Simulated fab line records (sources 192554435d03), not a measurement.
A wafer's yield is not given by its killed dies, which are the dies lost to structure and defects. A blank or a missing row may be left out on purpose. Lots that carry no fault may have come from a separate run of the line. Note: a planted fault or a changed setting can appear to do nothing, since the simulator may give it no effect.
Which tool is to blame?	flow n5_finfet	24 lots with 72 wafers sampled at 6 steps, on a route of 1938 steps

== WHAT THE GAUGES SHOWED, per wafer ==
Not one reading of a measure or inspect step in the record can be checked against a usual standard deviation.

== EACH LOT AND THE TOOL THAT RAN IT (in order: tool; ch and the chambers of the sampled wafers; start) ==
lot	N5_BEOL_M0_SAQP_PECVD_96	N5_BEOL_M0_SAQP_STRIP_75	N5_BEOL_M0_CUTY_ETCH_63	N5_BEOL_M0_SURFACE_TREAT_137	N5_BEOL_M0_ANNEAL_133	N5_BEOL_M0_SPUTTER_141
L074	pecvd-01 ch 0,1,2, day 5 07:53	rie_diel-06 ch 0,1,3, day 5 14:00	rie_diel-03 ch 0,2,3, day 5 14:35	pvd_sputter-01, day 6 08:00	pvd_sputter-02, day 6 08:47	pvd_sputter-02, day 6 08:57
L075	pecvd-01 ch 0,2, day 5 13:47	rie_diel-02 ch 0,2,3, day 5 19:46	rie_diel-03 ch 0,1,3, day 5 21:01	pvd_sputter-02, day 6 08:05	pvd_sputter-02, day 6 09:14	pvd_sputter-02, day 6 09:23
L076	pecvd-02 ch 0,2, day 6 06:52	rie_diel-06 ch 0,1, day 6 12:46	rie_diel-01 ch 0,1,3, day 6 13:23	pvd_sputter-01, day 6 21:57	pvd_sputter-01, day 6 22:26	pvd_sputter-01, day 6 22:35
L077	pecvd-02 ch 0,1, day 6 07:13	rie_diel-05 ch 1,2,3, day 6 13:49	rie_diel-04 ch 1,2,3, day 6 14:29	pvd_sputter-01, day 6 17:59	pvd_sputter-01, day 6 18:32	pvd_sputter-01, day 6 18:41
L078	pecvd-02 ch 0,1,2, day 6 07:31	rie_diel-05 ch 0,2,3, day 6 13:56	rie_diel-03 ch 0,3, day 6 14:35	pvd_sputter-01, day 6 22:49	pvd_sputter-02, day 6 23:14	pvd_sputter-02, day 6 23:23
L080	pecvd-03 ch 0,1, day 7 01:37	rie_diel-05 ch 0,3, day 7 07:10	rie_diel-03 ch 0,2,3, day 7 07:44	pvd_sputter-02, day 7 12:21	pvd_sputter-02, day 7 14:45	pvd_sputter-02, day 7 14:55
L079	pecvd-03 ch 0,1,2, day 7 06:34	rie_diel-05 ch 1,2,3, day 7 13:09	rie_diel-04 ch 0,2,3, day 7 13:46	pvd_sputter-02, day 7 18:15	pvd_sputter-02, day 7 18:53	pvd_sputter-02, day 7 19:04
L082	pecvd-03 ch 0,1, day 7 07:36	rie_diel-02 ch 0,1,3, day 7 13:45	rie_diel-04 ch 2,3, day 7 14:28	pvd_sputter-01, day 7 17:17	pvd_sputter-02, day 7 17:59	pvd_sputter-02, day 7 18:09
L081	pecvd-01 ch 0,1, day 7 08:27	rie_diel-05 ch 0,3, day 7 15:58	rie_diel-03 ch 1,2, day 7 17:00	pvd_sputter-01, day 7 21:05	pvd_sputter-01, day 7 21:33	pvd_sputter-01, day 7 21:43
L083	pecvd-01 ch 0,1, day 7 15:08	rie_diel-06 ch 0,1,2, day 7 22:34	rie_diel-04 ch 0,2,3, day 7 23:08	pvd_sputter-01, day 8 01:07	pvd_sputter-02, day 8 01:31	pvd_sputter-02, day 8 01:40
L084	pecvd-02 ch 0,2, day 7 23:47	rie_diel-05 ch 0,2,3, day 8 07:33	rie_diel-03 ch 1,2,3, day 8 08:13	pvd_sputter-01, day 8 12:31	pvd_sputter-03, day 8 12:53	pvd_sputter-03, day 8 13:03
L085	pecvd-02 ch 0,1,2, day 8 07:28	rie_diel-06 ch 0,2,3, day 8 16:16	rie_diel-04 ch 0,1,3, day 8 16:53	pvd_sputter-02, day 8 19:55	pvd_sputter-03, day 8 21:38	pvd_sputter-03, day 8 21:48
L086	pecvd-01 ch 0,2, day 8 11:39	rie_diel-02 ch 0,1,3, day 8 19:43	rie_diel-04 ch 0,1,2, day 8 20:17	pvd_sputter-01, day 9 00:23	pvd_sputter-01, day 9 00:46	pvd_sputter-01, day 9 00:56
L087	pecvd-01 ch 0,1, day 8 15:17	rie_diel-05 ch 1,2, day 8 23:10	rie_diel-01 ch 0,2, day 8 23:44	pvd_sputter-01, day 9 02:23	pvd_sputter-03, day 9 03:02	pvd_sputter-03, day 9 03:12
L088	pecvd-01 ch 0,1,2, day 8 18:51	rie_diel-06 ch 0,3, day 9 01:25	rie_diel-01 ch 0,1, day 9 01:53	pvd_sputter-02, day 9 08:34	pvd_sputter-03, day 9 09:06	pvd_sputter-03, day 9 09:16
L089	pecvd-02 ch 0,1,2, day 9 02:40	rie_diel-05 ch 0,1,3, day 9 08:20	rie_diel-01 ch 1,2, day 9 08:54	pvd_sputter-02, day 9 12:44	pvd_sputter-02, day 9 13:25	pvd_sputter-02, day 9 13:35
L090	pecvd-03 ch 0,2, day 9 12:58	rie_diel-06 ch 1,2,3, day 9 19:17	rie_diel-04 ch 0,1, day 9 19:56	pvd_sputter-02, day 9 23:34	pvd_sputter-02, day 10 01:41	pvd_sputter-02, day 10 01:50
L091	pecvd-03 ch 0,2, day 9 17:56	rie_diel-02 ch 0,1,3, day 10 00:04	rie_diel-01 ch 0,1,2, day 10 00:30	pvd_sputter-03, day 10 02:56	pvd_sputter-03, day 10 03:34	pvd_sputter-03, day 10 03:44
L092	pecvd-02 ch 0,1, day 9 21:59	rie_diel-05 ch 0,1,2, day 10 04:02	rie_diel-04 ch 1,3, day 10 04:29	pvd_sputter-01, day 10 10:15	pvd_sputter-02, day 10 12:25	pvd_sputter-02, day 10 12:34
L093	pecvd-02 ch 0,2, day 10 02:28	rie_diel-06 ch 1,2,3, day 10 08:13	rie_diel-03 ch 0,1,2, day 10 08:47	pvd_sputter-03, day 10 14:12	pvd_sputter-03, day 10 14:37	pvd_sputter-03, day 10 14:47
L094	pecvd-02 ch 0,1,2, day 10 14:28	rie_diel-02 ch 1,2,3, day 10 20:36	rie_diel-04 ch 0,2,3, day 10 21:10	pvd_sputter-01, day 11 01:02	pvd_sputter-01, day 11 01:24	pvd_sputter-01, day 11 01:34
L095	pecvd-02 ch 0,2, day 10 19:56	rie_diel-02 ch 1,2, day 11 01:30	rie_diel-01 ch 0,1,3, day 11 02:04	pvd_sputter-01, day 11 11:18	pvd_sputter-02, day 11 15:05	pvd_sputter-02, day 11 15:14
L096	pecvd-02 ch 0,2, day 10 20:31	rie_diel-02 ch 1,2,3, day 11 02:00	rie_diel-01 ch 2,3, day 11 02:34	pvd_sputter-03, day 11 07:44	pvd_sputter-03, day 11 08:23	pvd_sputter-03, day 11 08:33
L097	pecvd-01 ch 0,1,2, day 11 04:10	rie_diel-06 ch 0,2,3, day 11 09:43	rie_diel-03 ch 1,2,3, day 11 10:26	pvd_sputter-03, day 11 15:58	pvd_sputter-03, day 11 16:24	pvd_sputter-03, day 11 16:34
- N5_BEOL_M0_SAQP_PECVD_96: deposits a-Si from SiH4/He, target thk 45 nm, time 45.2 s.
- N5_BEOL_M0_SAQP_STRIP_75: strips in CF4.
- N5_BEOL_M0_CUTY_ETCH_63: etches SOC in N2/H2, target depth 82.7 nm, overetch 16.5 nm, time 124 s.
- N5_BEOL_M0_SURFACE_TREAT_137
- N5_BEOL_M0_ANNEAL_133: time 60 s.
- N5_BEOL_M0_SPUTTER_141: material Cu, target thk 4 nm, time 7.37 s.

== AS READ BY THE TOOLS THEMSELVES (means over the sampled wafers that have a number; for cases with no such wafer, the mark the record gives instead) ==
N5_BEOL_M0_SAQP_PECVD_96. Usual: heater_power_w 632 W, standard deviation 59; showerhead_plenum_p_Torr 5.66 Torr, standard deviation 0.044; showerhead_vpp_V 616 V, standard deviation 25; susceptor_temp_C 350.00 C, standard deviation 0.22; throttle_valve_pct 17.8 %, standard deviation 1.
lot	tool	heater_power_w (W)	showerhead_plenum_p_Torr (Torr)	showerhead_vpp_V (V)	susceptor_temp_C (C)	throttle_valve_pct (%)	flag
L074	pecvd-01	601	5.66	618	350.15	17.8	
L075	pecvd-01	630	5.64	624	349.93	18.0	
L076	pecvd-02	631	5.62	613	350.16	17.0	
L077	pecvd-02	655	5.68	631	349.97	18.2	
L078	pecvd-02	611	5.65	620	349.86	17.6	
L080	pecvd-03	604	5.66	610	349.82	19.0	
L079	pecvd-03	620	5.66	619	349.85	18.3	
L082	pecvd-03	641	5.65	607	349.73	18.8	
L081	pecvd-01	609	5.68	605	350.21	17.7	
L083	pecvd-01	600	5.68	592	349.85	17.7	
L084	pecvd-02	613	5.65	606	350.06	17.3	
L085	pecvd-02	619	5.66	616	350.02	17.6	
L086	pecvd-01	653	5.66	626	350.09	18.0	
L087	pecvd-01	639	5.68	599	349.93	17.8	
L088	pecvd-01	618	5.67	611	349.97	17.8	
L089	pecvd-02	633	5.66	618	350.05	17.6	
L090	pecvd-03	605	5.70	622	349.95	18.6	
L091	pecvd-03	603	5.65	611	350.14	17.9	
L092	pecvd-02	571	5.68	616	350.03	17.9	
L093	pecvd-02	638	5.63	612	349.82	17.3	
L094	pecvd-02	631	5.65	623	350.02	17.6	
L095	pecvd-02	677	5.62	610	350.24	17.0	
L096	pecvd-02	672	5.63	617	350.19	17.0	
L097	pecvd-01	651	5.66	608	350.26	18.0	

N5_BEOL_M0_SAQP_STRIP_75. Usual: cf4_flow_sccm 150.0 sccm, standard deviation 0.44; drypump_motor_current_A 5.6 A, standard deviation 0.45; oes_product_au 0.179 a.u., standard deviation 0.015; rf_vpp_V 271.4 V, standard deviation 1.7; showerhead_plenum_p_Torr 1.81 Torr, standard deviation 0.064; throttle_valve_pct 13.63 %, standard deviation 0.2.
lot	tool	cf4_flow_sccm (sccm)	drypump_motor_current_A (A)	oes_product_au (a.u.)	rf_vpp_V (V)	showerhead_plenum_p_Torr (Torr)	throttle_valve_pct (%)	flag
L074	rie_diel-06	150.3	5.8	0.183	272.1	1.84	13.58	
L075	rie_diel-02	150.1	5.2	0.176	270.0	1.77	13.80	
L076	rie_diel-06	150.0	5.7	0.187	271.7	1.83	13.54	
L077	rie_diel-05	150.1	5.8	0.173	271.8	1.82	13.56	
L078	rie_diel-05	150.1	5.6	0.177	271.0	1.78	13.55	
L080	rie_diel-05	149.6	5.2	0.171	269.1	1.73	13.64	
L079	rie_diel-05	149.8	5.8	0.174	272.2	1.82	13.56	
L082	rie_diel-02	149.7	5.6	0.180	271.6	1.78	13.75	
L081	rie_diel-05	150.0	5.5	0.175	269.5	1.72	13.57	
L083	rie_diel-06	150.4	5.6	0.182	271.5	1.83	13.55	
L084	rie_diel-05	150.1	5.6	0.178	270.3	1.77	13.58	
L085	rie_diel-06	149.9	5.8	0.192	271.5	1.80	13.56	
L086	rie_diel-02	150.0	5.6	0.185	270.3	1.78	13.77	
L087	rie_diel-05	150.2	5.9	0.172	272.5	1.87	13.61	
L088	rie_diel-06	150.0	5.9	0.210	272.0	1.81	13.44	
L089	rie_diel-05	150.5	5.4	0.172	271.0	1.76	13.70	
L090	rie_diel-06	150.0	5.7	0.195	271.6	1.83	13.43	
L091	rie_diel-02	150.2	5.6	0.180	270.6	1.78	13.81	
L092	rie_diel-05	150.2	5.6	0.173	272.1	1.82	13.71	
L093	rie_diel-06	150.0	5.7	0.192	272.9	1.83	13.44	
L094	rie_diel-02	149.5	5.7	0.181	271.3	1.83	13.71	
L095	rie_diel-02	150.1	5.5	0.175	271.4	1.86	13.67	
L096	rie_diel-02	150.2	5.7	0.183	271.8	1.83	13.70	
L097	rie_diel-06	149.7	5.8	0.181	271.9	1.80	13.60	

N5_BEOL_M0_CUTY_ETCH_63. Usual: drypump_motor_current_A 5.67 A, standard deviation 0.22; oes_product_au 0.66 a.u., standard deviation 0.066; rf_vpp_V 524.0 V, standard deviation 2.3; showerhead_plenum_p_Torr 2.54 Torr, standard deviation 0.088; throttle_valve_pct 17.87 %, standard deviation 0.24.
lot	tool	drypump_motor_current_A (A)	oes_product_au (a.u.)	rf_vpp_V (V)	showerhead_plenum_p_Torr (Torr)	throttle_valve_pct (%)	flag
L074	rie_diel-03	5.72	0.63	523.7	2.53	17.67	
L075	rie_diel-03	5.66	0.64	522.4	2.46	17.69	
L076	rie_diel-01	5.71	0.66	524.2	2.56	17.80	
L077	rie_diel-04	5.51	0.59	524.8	2.60	18.13	
L078	rie_diel-03	5.61	0.64	521.9	2.45	17.58	
L080	rie_diel-03	5.75	0.63	523.4	2.52	17.68	
L079	rie_diel-04	5.50	0.65	525.5	2.59	17.97	
L082	rie_diel-04	5.37	0.59	525.7	2.64	18.09	
L081	rie_diel-03	5.91	0.63	524.7	2.58	17.85	
L083	rie_diel-04	5.52	0.66	525.5	2.59	17.97	
L084	rie_diel-03	5.80	0.65	523.3	2.50	17.77	
L085	rie_diel-04	5.68	0.72	524.8	2.55	17.86	
L086	rie_diel-04	5.73	0.70	524.2	2.54	17.80	
L087	rie_diel-01	5.68	0.64	523.1	2.52	18.13	
L088	rie_diel-01	5.70	0.68	522.9	2.53	17.80	
L089	rie_diel-01	5.62	0.64	525.1	2.59	18.19	
L090	rie_diel-04	5.86	0.75	522.3	2.49	17.71	
L091	rie_diel-01	5.64	0.65	524.2	2.56	18.01	
L092	rie_diel-04	5.45	0.65	525.4	2.59	18.06	
L093	rie_diel-03	5.74	0.60	523.4	2.52	17.86	
L094	rie_diel-04	5.51	0.71	525.2	2.58	17.89	
L095	rie_diel-01	5.72	0.70	523.8	2.54	17.72	
L096	rie_diel-01	5.80	0.72	522.9	2.51	17.76	
L097	rie_diel-03	5.81	0.62	523.6	2.49	17.81	

N5_BEOL_M0_ANNEAL_133. Usual: heater_power_w 780 W, standard deviation 69; susceptor_temp_C 399.99 C, standard deviation 0.23.
lot	tool	heater_power_w (W)	susceptor_temp_C (C)	flag
L074	pvd_sputter-02	802	399.85	
L075	pvd_sputter-02	751	399.98	
L076	pvd_sputter-01	768	399.90	
L077	pvd_sputter-01	863	400.11	
L078	pvd_sputter-02	763	400.03	
L080	pvd_sputter-02	802	399.99	
L079	pvd_sputter-02	778	400.00	
L082	pvd_sputter-02	727	399.87	
L081	pvd_sputter-01	837	400.19	
L083	pvd_sputter-02	728	399.93	
L084	pvd_sputter-03	764	399.86	
L085	pvd_sputter-03	760	400.05	
L086	pvd_sputter-01	857	399.87	
L087	pvd_sputter-03	732	400.18	
L088	pvd_sputter-03	830	400.18	
L089	pvd_sputter-02	786	400.04	
L090	pvd_sputter-02	806	399.95	
L091	pvd_sputter-03	757	399.84	
L092	pvd_sputter-02	759	400.02	
L093	pvd_sputter-03	737	399.96	
L094	pvd_sputter-01	845	400.00	
L095	pvd_sputter-02	757	399.87	
L096	pvd_sputter-03	762	400.07	
L097	pvd_sputter-03	780	399.98	

N5_BEOL_M0_SPUTTER_141. Usual: susceptor_temp_C -20.00 C, standard deviation 0.11; throttle_valve_pct 30.0 %, standard deviation 0.69.
lot	tool	susceptor_temp_C (C)	throttle_valve_pct (%)	flag
L074	pvd_sputter-02	-19.95	30.1	
L075	pvd_sputter-02	-19.95	29.7	
L076	pvd_sputter-01	-20.05	30.6	
L077	pvd_sputter-01	-19.89	30.3	
L078	pvd_sputter-02	-20.00	29.8	
L080	pvd_sputter-02	-20.09	30.1	
L079	pvd_sputter-02	-20.08	29.9	
L082	pvd_sputter-02	-19.98	29.5	
L081	pvd_sputter-01	-19.99	29.3	
L083	pvd_sputter-02	-20.06	29.7	
L084	pvd_sputter-03	-19.94	30.4	
L085	pvd_sputter-03	-20.04	29.6	
L086	pvd_sputter-01	-19.94	29.5	
L087	pvd_sputter-03	-19.96	29.8	
L088	pvd_sputter-03	-20.06	30.8	
L089	pvd_sputter-02	-20.06	30.0	
L090	pvd_sputter-02	-20.08	30.2	
L091	pvd_sputter-03	-20.09	29.8	
L092	pvd_sputter-02	-19.85	29.9	
L093	pvd_sputter-03	-19.94	29.9	
L094	pvd_sputter-01	-20.02	29.6	
L095	pvd_sputter-02	-19.96	29.8	
L096	pvd_sputter-03	-20.03	30.0	
L097	pvd_sputter-03	-20.05	30.8	

== THE ANSWER, worked out from the rows above alone ==
Rule: a lot is off if the mean of its wafers that have a number lies more than 3 standard deviations from the usual mean. Also off: a lot with no number at a reading for which 4 or more lots have one. All remaining lots with rows at the step are treated as sound. The gauges are gone through in route order, then the tools' own readings, and for those a lot's mean is taken as printed above. At the first step where some lot is off, the reading lying furthest off is the one used; lots without a number count as furthest.
No lot is off on any of the readings shown, so nothing can be concluded from this.

== WHAT HAD BEEN PUT IN BY THE SIMULATOR ==
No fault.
